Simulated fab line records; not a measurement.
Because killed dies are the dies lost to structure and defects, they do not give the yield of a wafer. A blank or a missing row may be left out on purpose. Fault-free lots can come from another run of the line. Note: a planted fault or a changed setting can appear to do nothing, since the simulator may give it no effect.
fab line records | flow nand_harc
record lots=13 | wafers=39 | last_day=24
route steps=1159 shown THIN_TSV@1128
lots that met no fault: from a run of the same line without faults
start_h: the number of hours between the record's first day and the start of the first shown wafer of the lot | wait_h: how many hours have passed since the lot's step before this one | " identical to the entry in the row above | L1.1+2: several wafers, shown together as one row | - no value, or no start given | * or withheld: withheld | < > ~ a bound
route shown NAME@n: NAME is a module with steps in the file, n the number in the route of the first one | usual: mean and standard deviation over wafers with no fault | same: alike in all rows | chamber/n: place in a boat | sites: each site's reading | _std_site: the standard deviation of these | _edge_site: mean of outer sites minus mean of inner sites | radius_mm: for every site, how far away it sits from the centre of the wafer | mask NAME#n: copy n | behind: the tool/chamber that last shaped the wafer | hold: why the lot went on hold/how many hours it stayed there/how the hold came to an end | device: which transistor (n, p or np) failed to switch | end of line: the same wafers' tests at the end of the route | where a step has no rows: the recipe by itself | killed: at the first sort, the dies lost to defects and structure; wafer yield is something else | map: shows each die of a wafer: x if killed, . if not, _ if none is there
set.NAME: the setting as run; set.NAME@STEP: as run at that earlier step | model.NAME: the simulator's own value behind a step, which no gauge read
a sample of lots followed through the steps of the route, with each step as a table and each wafer as a row
services: from which hour (start_h, from the record's first day; less than 0 if before it) a tool's chamber was out of use, for how many hours, and why
## steps
# step NHARC_THIN_TSV_PRE_CLEAN_50
# recipe time_s=30 | temp_c=280 | gas=H2/He
# usual heater_power_w=410/28
lot.wafer | tool           | chamber | start_h | wait_h | heater_power_w
L783.4    | pvd_sputter-01 | -       | -       | -      | 393
L783.5    | "              | -       | "       | "      | 421
L783.6    | "              | -       | "       | "      | 407
L785.4    | pvd_sputter-03 | -       | -       | -      | 394
L785.1    | "              | -       | "       | "      | 413
L785.3    | "              | -       | "       | "      | 369
L788.2    | pvd_sputter-02 | -       | -       | -      | 419
L788.6    | "              | -       | "       | "      | 463
L788.5    | "              | -       | "       | "      | 381
L787.1    | pvd_sputter-03 | -       | -       | -      | 411
L787.2    | "              | -       | "       | "      | 418
L787.5    | "              | -       | "       | "      | 393
L790.2    | pvd_sputter-01 | -       | -       | -      | 445
L790.4    | "              | -       | "       | "      | 384
L790.6    | "              | -       | "       | "      | 443
L789.3    | pvd_sputter-03 | -       | -       | -      | 429
L789.6    | "              | -       | "       | "      | 392
L789.5    | "              | -       | "       | "      | 439
L796.1    | pvd_sputter-02 | -       | -       | -      | 367
L796.6    | "              | -       | "       | "      | 388
L796.5    | "              | -       | "       | "      | 429
L795.1    | pvd_sputter-03 | -       | -       | -      | 436
L795.2    | "              | -       | "       | "      | 422
L795.6    | "              | -       | "       | "      | 440
L800.3    | pvd_sputter-02 | -       | -       | -      | 367
L800.4    | "              | -       | "       | "      | 478
L800.6    | "              | -       | "       | "      | 375
L798.2    | pvd_sputter-02 | -       | -       | -      | 432
L798.1    | "              | -       | "       | "      | 381
L798.4    | "              | -       | "       | "      | 469
L799.1    | pvd_sputter-02 | -       | -       | -      | 436
L799.3    | "              | -       | "       | "      | 379
L799.6    | "              | -       | "       | "      | 360
L802.3    | pvd_sputter-02 | -       | -       | -      | 463
L802.1    | "              | -       | "       | "      | 359
L802.6    | "              | -       | "       | "      | 463
L805.2    | pvd_sputter-03 | -       | -       | -      | 439
L805.4    | "              | -       | "       | "      | 406
L805.6    | "              | -       | "       | "      | 422
# step NHARC_THIN_TSV_PVD_19
# recipe target_thk_a=200 | chamber_pressure_pa=5 | material=TaN
# usual throttle_valve_pct=30.3/1
lot.wafer | tool           | chamber | start_h | wait_h | throttle_valve_pct
L783.4    | pvd_sputter-01 | -       | -       | -      | 30.5
L783.5    | "              | -       | "       | "      | 30.4
L783.6    | "              | -       | "       | "      | 30.8
L785.1    | pvd_sputter-03 | -       | -       | -      | 29.3
L785.3    | "              | -       | "       | "      | 30.3
L785.4    | "              | -       | "       | "      | 30.8
L788.2    | pvd_sputter-02 | -       | -       | -      | 28.7
L788.5    | "              | -       | "       | "      | 30.4
L788.6    | "              | -       | "       | "      | 30.8
L787.1    | pvd_sputter-03 | -       | -       | -      | 31.4
L787.2    | "              | -       | "       | "      | 29.4
L787.5    | "              | -       | "       | "      | 31.7
L790.4    | pvd_sputter-01 | -       | -       | -      | 30.7
L790.2    | "              | -       | "       | "      | 30.8
L790.6    | "              | -       | "       | "      | 30.3
L789.3    | pvd_sputter-03 | -       | -       | -      | 29.1
L789.6    | "              | -       | "       | "      | 30.8
L789.5    | "              | -       | "       | "      | 29.6
L796.1    | pvd_sputter-02 | -       | -       | -      | 30.6
L796.5    | "              | -       | "       | "      | 30.5
L796.6    | "              | -       | "       | "      | 31.0
L795.1    | pvd_sputter-03 | -       | -       | -      | 31.4
L795.2    | "              | -       | "       | "      | 30.0
L795.6    | "              | -       | "       | "      | 30.7
L800.4    | pvd_sputter-02 | -       | -       | -      | 30.9
L800.3    | "              | -       | "       | "      | 30.5
L800.6    | "              | -       | "       | "      | 31.1
L798.1    | pvd_sputter-02 | -       | -       | -      | 30.6
L798.2    | "              | -       | "       | "      | 30.4
L798.4    | "              | -       | "       | "      | 30.6
L799.1    | pvd_sputter-02 | -       | -       | -      | 30.6
L799.3    | "              | -       | "       | "      | 30.4
L799.6    | "              | -       | "       | "      | 30.8
L802.3    | pvd_sputter-02 | -       | -       | -      | 30.5
L802.1    | "              | -       | "       | "      | 28.3
L802.6    | "              | -       | "       | "      | 30.3
L805.2    | pvd_sputter-03 | -       | -       | -      | 30.8
L805.4    | "              | -       | "       | "      | 29.0
L805.6    | "              | -       | "       | "      | 30.8
# step NHARC_THIN_TSV_CD_MEAS_33
# recipe target_cd_nm=5000 | landing_energy_ev=500
# usual cd_nm=5000.0/1.5
# same landing_energy_ev=500
lot.wafer | tool      | chamber | start_h | wait_h | cd_nm
L783.4    | cd_sem-03 | 0       | 425.27  | -      | 4998.6
L783.5    | "         | 0       | "       | "      | 4997.1
L783.6    | "         | 0       | "       | "      | 4998.7
L785.1    | cd_sem-03 | 0       | 432.15  | -      | 5001.0
L785.3    | "         | 0       | "       | "      | 5001.8
L785.4    | "         | 0       | "       | "      | 5002.3
L788.2    | cd_sem-03 | 0       | 435.08  | -      | 5003.1
L788.5    | "         | 0       | "       | "      | 5002.2
L788.6    | "         | 0       | "       | "      | 5002.0
L787.1    | cd_sem-02 | 0       | 448.55  | -      | 5001.8
L787.2    | "         | 0       | "       | "      | 5000.1
L787.5    | "         | 0       | "       | "      | 5001.4
L790.2    | cd_sem-01 | 0       | 472.81  | -      | 5000.8
L790.4    | "         | 0       | "       | "      | 4999.8
L790.6    | "         | 0       | "       | "      | 5001.1
L789.3    | cd_sem-02 | 0       | 474.35  | -      | 4997.1
L789.5    | "         | 0       | "       | "      | 4999.4
L789.6    | "         | 0       | "       | "      | 4998.2
L796.1    | cd_sem-02 | 0       | 508.39  | -      | 5000.0
L796.5    | "         | 0       | "       | "      | 5001.2
L796.6    | "         | 0       | "       | "      | 4998.1
L795.1    | cd_sem-02 | 0       | 509.80  | -      | 4997.2
L795.2    | "         | 0       | "       | "      | 4999.2
L795.6    | "         | 0       | "       | "      | 4999.8
L800.3    | cd_sem-02 | 0       | 527.05  | -      | 4998.5
L800.4    | "         | 0       | "       | "      | 4999.2
L800.6    | "         | 0       | "       | "      | 5000.7
L798.1    | cd_sem-02 | 0       | 532.90  | -      | 4998.0
L798.2    | "         | 0       | "       | "      | 4998.4
L798.4    | "         | 0       | "       | "      | 5000.3
L799.1    | cd_sem-01 | 0       | 538.67  | -      | 5000.7
L799.3    | "         | 0       | "       | "      | 5002.6
L799.6    | "         | 0       | "       | "      | 5001.1
L802.1    | cd_sem-03 | 0       | 539.70  | -      | 4999.5
L802.3    | "         | 0       | "       | "      | 4999.4
L802.6    | "         | 0       | "       | "      | 5001.6
L805.2    | cd_sem-01 | 0       | 563.72  | -      | 4997.0
L805.4    | "         | 0       | "       | "      | 4997.6
L805.6    | "         | 0       | "       | "      | 5000.1
# step NHARC_THIN_TSV_ETCH_36
# recipe target_depth_a=650 | over_etch_frac=0.3 | time_s=18.571 | ion_energy_ev=150 | chemistry=Cl2/BCl3
# usual chamber_pressure_mTorr=9.998/0.0091 | drypump_motor_current_A=5.6/0.43 | oes_product_au=1.004/0.0072
lot.wafer | tool         | chamber | start_h | wait_h | chamber_pressure_mTorr | drypump_motor_current_A | oes_product_au | rf_hours_counter_h
L783.4    | rie_metal-03 | 0       | 425.81  | 0.1    | 9.992                  | 5.3                     | 1.007          | -
L783.6    | "            | 0       | "       | "      | 9.993                  | 5.4                     | 1.012          | -
L783.5    | "            | 1       | "       | "      | 10.014                 | 5.2                     | 1.009          | -
L785.1    | rie_metal-02 | 0       | 432.69  | 0.2    | 10.002                 | 5.6                     | 1.010          | 1.2
L785.4    | "            | 0       | "       | "      | 10.001                 | 5.6                     | 1.012          | -
L785.3    | "            | 1       | "       | "      | 10.001                 | 4.7                     | 0.991          | -
L788.2    | rie_metal-02 | 0       | 435.63  | 0.2    | 9.991                  | 5.6                     | 1.013          | 1.4
L788.5    | "            | 1       | "       | "      | 9.984                  | 4.8                     | 1.008          | -
L788.6    | "            | 0       | "       | "      | 10.000                 | 5.6                     | 1.011          | -
L787.2    | rie_metal-01 | 1       | 449.10  | 0.2    | 9.989                  | 6.0                     | 1.010          | 3.3
L787.1    | "            | 0       | "       | "      | 9.990                  | 6.0                     | 1.002          | 3.3
L787.5    | "            | 0       | "       | "      | 9.998                  | 6.0                     | 1.012          | -
L790.2    | rie_metal-01 | 1       | 473.37  | 0.2    | 10.004                 | 6.0                     | 1.006          | 3.8
L790.4    | "            | 1       | "       | "      | 10.002                 | 6.0                     | 1.012          | -
L790.6    | "            | 1       | "       | "      | 9.999                  | 6.0                     | 1.007          | -
L789.3    | rie_metal-03 | 1       | 474.90  | 0.1    | 9.994                  | 5.2                     | 1.008          | -
L789.6    | "            | 1       | "       | "      | 9.997                  | 5.2                     | 1.004          | -
L789.5    | "            | 0       | "       | "      | 10.007                 | 5.4                     | 1.010          | -
L796.1    | rie_metal-01 | 0       | 508.94  | 0.2    | 9.991                  | 6.0                     | 1.005          | 5.2
L796.6    | "            | 0       | "       | "      | 9.991                  | 6.0                     | 0.990          | -
L796.5    | "            | 1       | "       | "      | 10.007                 | 6.0                     | 0.817          | -
L795.2    | rie_metal-02 | 0       | 510.36  | 0.2    | 10.005                 | 5.7                     | 1.008          | 3.3
L795.1    | "            | 1       | "       | "      | 9.988                  | 4.7                     | 1.005          | 3.3
L795.6    | "            | 0       | "       | "      | 10.009                 | 5.6                     | 1.012          | -
L800.4    | rie_metal-03 | 0       | 527.60  | 0.2    | 10.001                 | 5.4                     | 0.999          | -
L800.3    | "            | 1       | "       | "      | 10.017                 | 5.2                     | 1.006          | -
L800.6    | "            | 0       | "       | "      | 9.999                  | 5.3                     | 1.009          | -
L798.2    | rie_metal-02 | 0       | 533.45  | 0.2    | 9.997                  | 5.6                     | 1.012          | 3.8
L798.1    | "            | 1       | "       | "      | 9.999                  | 4.7                     | 1.004          | 4.2
L798.4    | "            | 1       | "       | "      | 9.991                  | 4.8                     | 0.991          | -
L799.1    | rie_metal-01 | 0       | 539.46  | 0.4    | 10.012                 | 6.0                     | 0.994          | 0.8
L799.3    | "            | 0       | "       | "      | 10.008                 | 6.0                     | 0.996          | -
L799.6    | "            | 0       | "       | "      | 9.995                  | 6.0                     | 0.987          | -
L802.1    | rie_metal-03 | 1       | 540.32  | 0.2    | 9.990                  | 5.2                     | 1.004          | 2.5
L802.3    | "            | 0       | "       | "      | 10.007                 | 5.3                     | 1.002          | -
L802.6    | "            | 0       | "       | "      | 9.999                  | 5.3                     | 1.003          | -
L805.2    | rie_metal-03 | 1       | 564.27  | 0.2    | 9.990                  | 5.2                     | 0.996          | 3.0
L805.4    | "            | 0       | "       | "      | 9.987                  | 5.3                     | 1.004          | -
L805.6    | "            | 0       | "       | "      | 10.011                 | 5.4                     | 1.013          | -
## services
tool           | chamber | start_h | hours | kind
pvd_sputter-01 | -       | 448.04  | 17.1  | repair
rie_metal-03   | -       | 453.00  | 9.0   | pm
rie_metal-03   | 0       | 453.00  | 9.0   | vent_cycle
rie_metal-03   | 1       | 453.00  | 9.0   | vent_cycle
pvd_sputter-03 | -       | 458.07  | 10.0  | pm
rie_metal-03   | 0       | 462.00  | -     | clean
rie_metal-03   | 1       | 462.00  | -     | clean
rie_metal-03   | 0       | 497.74  | 2.0   | repair
rie_metal-01   | -       | 509.00  | 9.0   | pm
rie_metal-01   | 0       | 509.00  | 9.0   | vent_cycle
rie_metal-01   | 1       | 509.00  | 9.0   | vent_cycle
rie_metal-02   | 0       | 511.47  | 12.5  | repair
pvd_sputter-01 | -       | 514.00  | 10.0  | pm
rie_metal-01   | 0       | 518.00  | -     | clean
rie_metal-01   | 1       | 518.00  | -     | clean
pvd_sputter-01 | -       | 533.83  | 4.3   | repair
rie_metal-01   | 1       | 537.13  | 8.3   | repair
pvd_sputter-03 | -       | 540.00  | 6.7   | repair
## key
first_sign step=NHARC_THIN_TSV_ETCH_36 | reading=oes_product_au | direction=down | sigmas=26 | usual=1.004 | struck=0.817
effect none on later readings
met_at NHARC_THIN_TSV_ETCH_36
struck_lots L796
struck_wafers L796.5
later_rows_left_out L796.5
sort_left_out L796.5
not_acting_at NHARC_THIN_TSV_PRE_CLEAN_50,NHARC_THIN_TSV_PVD_19,NHARC_THIN_TSV_CD_MEAS_33
onset_between 473.37 508.94
fault kind=process_parameter_drift | tool=rie_metal-01 | chamber=1 | onset_h=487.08 | steps=NHARC_THIN_TSV_ETCH_36 | channel=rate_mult | offset=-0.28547 | shape=step
# sort_left_out: the simulated sort isn't trusted on such a fault, so these wafers' sort isn't shown, and their yield isn't known
# later_rows_left_out: the simulator's readings of these wafers behind a module that went badly wrong aren't trusted and aren't shown, but for the sort
